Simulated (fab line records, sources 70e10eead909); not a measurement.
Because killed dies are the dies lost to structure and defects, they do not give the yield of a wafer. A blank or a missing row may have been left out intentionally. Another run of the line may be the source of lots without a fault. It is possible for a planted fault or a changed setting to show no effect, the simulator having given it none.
What tool caused it? | flow nandHarc | 11 lots (33 wafers sampled), 1 step of a 1302-step route

## WHAT THE GAUGES READ, wafer by wafer
NHARC_P_M0_CD_MEAS_09 targets a cd of 90 nm.
lot  | measured     | on       | cdNm (nm)
L164 | day 6 05:27  | cdSem-02 | 89.8 90.2 91.2
L165 | day 6 12:57  | cdSem-01 | 90.7 90.8 91.6
L166 | day 7 01:19  | cdSem-01 | 88.4 89.5 88.2
L167 | day 7 05:06  | cdSem-01 | 89.8 89.9 90.7
L168 | day 7 20:33  | cdSem-03 | 89.1 89.0 89.5
L169 | day 8 04:10  | cdSem-03 | 90.4 89.5 90.0
L170 | day 8 15:59  | cdSem-01 | 90.1 88.5 89.6
L171 | day 9 05:56  | cdSem-02 | 89.5 89.4 89.0
L172 | day 9 06:37  | cdSem-03 | 89.9 90.0 90.6
L173 | day 10 01:19 | cdSem-01 | 89.9 89.4 89.2
L179 | day 12 11:50 | cdSem-03 | 92.1 92.9 92.6

## TOOL THAT RAN EACH LOT (tool first, then ch and the chambers of the sampled wafers, then the start)
Before these readings, the record contains no process step.

## THE ANSWER, worked out from the rows above alone
Rule: the usual values come from the lots themselves. Put in order of their means at a reading, lots are off if they are a third of the lots or fewer, leave a main group of 4 or more, and stand apart from it by a gap of 3 or more times the standard deviation of the main group's means; of several such gaps the widest counts. A main group is skipped when, at the precision printed for the reading in the tables above, its means are all equal. Also off: a lot with no number at a reading for which 4 or more lots have one. The other lots that the step has rows for count as sound.
None of the lots is off at any reading shown; this tells nothing.

## WHAT THE SIMULATOR PUT IN
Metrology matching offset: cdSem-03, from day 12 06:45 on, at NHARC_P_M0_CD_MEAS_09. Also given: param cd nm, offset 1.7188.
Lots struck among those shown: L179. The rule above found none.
